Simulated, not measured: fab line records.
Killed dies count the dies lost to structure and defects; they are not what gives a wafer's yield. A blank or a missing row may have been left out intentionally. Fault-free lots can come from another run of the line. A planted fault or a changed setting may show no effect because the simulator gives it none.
Lot-split experiment || flow n5Finfet || on a route of 1938 steps: 7 lots, 21 wafers read

== THE SPLIT ==
At N5_BEOL_M5_HM_DEP_02 (deposits TiN, target thk 20 nm), the setting targetThkA was moved away from the recipe's 200 angstrom on 7 of the 21 wafers read, by -11.2% to +12.0%. All remaining wafers had this setting at the recipe value.

== FROM THE SPLIT TO THE READING: what the file shows between them, 8 steps ==
- N5_BEOL_M5_COAT_05: resist thk 30 nm (also split here: spinRpm)
- N5_BEOL_M5_EBR_07
- N5_BEOL_M5_SOFTBAKE_06: time 60 s
- N5_BEOL_M5_DESCUM_16: chemistry O2, time 7 s
- N5_BEOL_M5_ETCH_72: etches underlayer in N2/H2, target depth 6.5 nm, time 5.2 s
- N5_BEOL_M5_ETCH_61: etches SiARC in CF4, target depth 15.6 nm, time 26 s
- N5_BEOL_M5_STRIP_73: strips in N2/H2
- N5_BEOL_M5_STRIP_64: strips in CF4

== THE READING ==
etch.depthNm (the simulator's own value, which no gauge read), in nm, at N5_BEOL_M5_HM_OPEN_17 (chemistry Cl2/BCl3, target TiN, target depth 20 nm, overetch 6 nm). No usual value for it is given in the file. Here, 14 wafers ran the recipe; their average is 20.01 nm with a standard deviation of 0.26 nm.

{"wafer": "L076.1", "tool, chamber at the split": "pvdSputter-01, -", "targetThkA as run, angstrom": 208, "against the recipe": "+4.0%", "etch.depthNm, nm": 20.64, "against lot-mates on the recipe": "+0.69"}
{"wafer": "L076.4", "tool, chamber at the split": "pvdSputter-01, -", "targetThkA as run, angstrom": 200, "against the recipe": "recipe", "etch.depthNm, nm": 19.95, "against lot-mates on the recipe": "-"}
{"wafer": "L076.5", "tool, chamber at the split": "pvdSputter-01, -", "targetThkA as run, angstrom": 208, "against the recipe": "+4.0%", "etch.depthNm, nm": 20.84, "against lot-mates on the recipe": "+0.89"}
{"wafer": "L078.2", "tool, chamber at the split": "pvdSputter-01, -", "targetThkA as run, angstrom": 200, "against the recipe": "recipe", "etch.depthNm, nm": 20.56, "against lot-mates on the recipe": "-"}
{"wafer": "L078.5", "tool, chamber at the split": "pvdSputter-01, -", "targetThkA as run, angstrom": 200, "against the recipe": "recipe", "etch.depthNm, nm": 20.02, "against lot-mates on the recipe": "-"}
{"wafer": "L078.6", "tool, chamber at the split": "pvdSputter-01, -", "targetThkA as run, angstrom": 200, "against the recipe": "recipe", "etch.depthNm, nm": 20.02, "against lot-mates on the recipe": "-"}
{"wafer": "L079.2", "tool, chamber at the split": "pvdSputter-03, -", "targetThkA as run, angstrom": 216.1, "against the recipe": "+8.1%", "etch.depthNm, nm": 21.84, "against lot-mates on the recipe": "+1.56"}
{"wafer": "L079.3", "tool, chamber at the split": "pvdSputter-03, -", "targetThkA as run, angstrom": 216.1, "against the recipe": "+8.1%", "etch.depthNm, nm": 21.95, "against lot-mates on the recipe": "+1.67"}
{"wafer": "L079.5", "tool, chamber at the split": "pvdSputter-03, -", "targetThkA as run, angstrom": 200, "against the recipe": "recipe", "etch.depthNm, nm": 20.28, "against lot-mates on the recipe": "-"}
{"wafer": "L082.2", "tool, chamber at the split": "pvdSputter-01, -", "targetThkA as run, angstrom": 200, "against the recipe": "recipe", "etch.depthNm, nm": 19.77, "against lot-mates on the recipe": "-"}
{"wafer": "L082.4", "tool, chamber at the split": "pvdSputter-01, -", "targetThkA as run, angstrom": 177.6, "against the recipe": "-11.2%", "etch.depthNm, nm": 17.75, "against lot-mates on the recipe": -2.23}
{"wafer": "L082.6", "tool, chamber at the split": "pvdSputter-01, -", "targetThkA as run, angstrom": 200, "against the recipe": "recipe", "etch.depthNm, nm": 20.2, "against lot-mates on the recipe": "-"}
{"wafer": "L086.1", "tool, chamber at the split": "pvdSputter-02, -", "targetThkA as run, angstrom": 224, "against the recipe": "+12.0%", "etch.depthNm, nm": 22, "against lot-mates on the recipe": "+2.46"}
{"wafer": "L086.5", "tool, chamber at the split": "pvdSputter-02, -", "targetThkA as run, angstrom": 200, "against the recipe": "recipe", "etch.depthNm, nm": 19.54, "against lot-mates on the recipe": "-"}
{"wafer": "L086.6", "tool, chamber at the split": "pvdSputter-02, -", "targetThkA as run, angstrom": 224, "against the recipe": "+12.0%", "etch.depthNm, nm": 22.43, "against lot-mates on the recipe": "+2.89"}
{"wafer": "L089.4", "tool, chamber at the split": "pvdSputter-01, -", "targetThkA as run, angstrom": 200, "against the recipe": "recipe", "etch.depthNm, nm": 19.73, "against lot-mates on the recipe": "-"}
{"wafer": "L089.5", "tool, chamber at the split": "pvdSputter-01, -", "targetThkA as run, angstrom": 200, "against the recipe": "recipe", "etch.depthNm, nm": 20.31, "against lot-mates on the recipe": "-"}
{"wafer": "L089.6", "tool, chamber at the split": "pvdSputter-01, -", "targetThkA as run, angstrom": 200, "against the recipe": "recipe", "etch.depthNm, nm": 20.04, "against lot-mates on the recipe": "-"}
{"wafer": "L094.2", "tool, chamber at the split": "pvdSputter-01, -", "targetThkA as run, angstrom": 200, "against the recipe": "recipe", "etch.depthNm, nm": 19.87, "against lot-mates on the recipe": "-"}
{"wafer": "L094.3", "tool, chamber at the split": "pvdSputter-01, -", "targetThkA as run, angstrom": 200, "against the recipe": "recipe", "etch.depthNm, nm": 19.79, "against lot-mates on the recipe": "-"}
{"wafer": "L094.4", "tool, chamber at the split": "pvdSputter-01, -", "targetThkA as run, angstrom": 200, "against the recipe": "recipe", "etch.depthNm, nm": 20.02, "against lot-mates on the recipe": "-"}

THE FIT
A straight line over all 21 wafers: etch.depthNm changes by +0.199 nm for each +1% of targetThkA; r = +0.97; the points scatter about the line by 0.26 nm.
The same after taking each lot's own level away (the mean of its wafers on the recipe; 21 wafers): +0.211 nm for each +1%; r = +0.99; scatter 0.19 nm.
That fit puts the effect of the largest move of targetThkA on the reading at 2.5 nm.
Across the lots, their own levels run from 19.540 to 20.280 nm, a range of 2.9 times the standard deviation given above.
The two slopes agree, so the slope changes little with the lot-to-lot level.
Check: for one of the wafers moved furthest among these (+12.0%), held out of the fit, the line's prediction against its lot-mates is +2.56 nm. Against them it came out at +2.46 nm.

== THE OTHER SPLITS THESE WAFERS WENT THROUGH ==
Other splits were also applied to these wafers ahead of the reading. Each is held against what the fit with the lots' levels taken away leaves over:
{"other split on the same wafers": "N5_BEOL_M1_ALD_98 tempC", "wafers away from the commonest value": 7, "r with etch.depthNm (lot level and that fit taken away)": -0.24}
{"other split on the same wafers": "N5_BEOL_M2_COAT_67 spinRpm", "wafers away from the commonest value": 4, "r with etch.depthNm (lot level and that fit taken away)": "+0.37"}
{"other split on the same wafers": "N5_BEOL_M2_COAT_22 spinRpm", "wafers away from the commonest value": 6, "r with etch.depthNm (lot level and that fit taken away)": -0.12}
{"other split on the same wafers": "N5_BEOL_M2_DEP_57 timeS", "wafers away from the commonest value": 4, "r with etch.depthNm (lot level and that fit taken away)": -0.17}
{"other split on the same wafers": "N5_BEOL_M3_COAT_22 spinRpm", "wafers away from the commonest value": 6, "r with etch.depthNm (lot level and that fit taken away)": -0.23}
{"other split on the same wafers": "N5_BEOL_M3_EXPOSE_25 doseMj", "wafers away from the commonest value": 7, "r with etch.depthNm (lot level and that fit taken away)": -0.38}
{"other split on the same wafers": "N5_BEOL_M4_COAT_62 spinRpm", "wafers away from the commonest value": 5, "r with etch.depthNm (lot level and that fit taken away)": "+0.00"}
{"other split on the same wafers": "N5_BEOL_M5_COAT_05 spinRpm", "wafers away from the commonest value": 6, "r with etch.depthNm (lot level and that fit taken away)": "+0.10"}

== THE WHOLE CHAIN: every reading that the file lists as answering this split, in the file's order ==
{"step": "N5_BEOL_M5_HM_DEP_02", "what it does": "deposits TiN, target thk 20 nm", "reading": "TiN_of_BEOL_M5_HM_DEP_02.thkNm (the simulator's own value, which no gauge read)", "change (the file's fit)": "+0.206 nm for each +1% of the setting", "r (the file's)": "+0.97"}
{"step": "N5_BEOL_M5_HM_OPEN_17", "what it does": "chemistry Cl2/BCl3, target TiN, target depth 20 nm, overetch 6 nm", "reading": "etch.depthNm (the simulator's own value, which no gauge read)", "change (the file's fit)": "+0.209 nm for each +1% of the setting", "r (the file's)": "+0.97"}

== THE FILE'S OWN FIT ==
etch.depthNm changes by +0.209 nm for each +1% of targetThkA, r = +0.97.
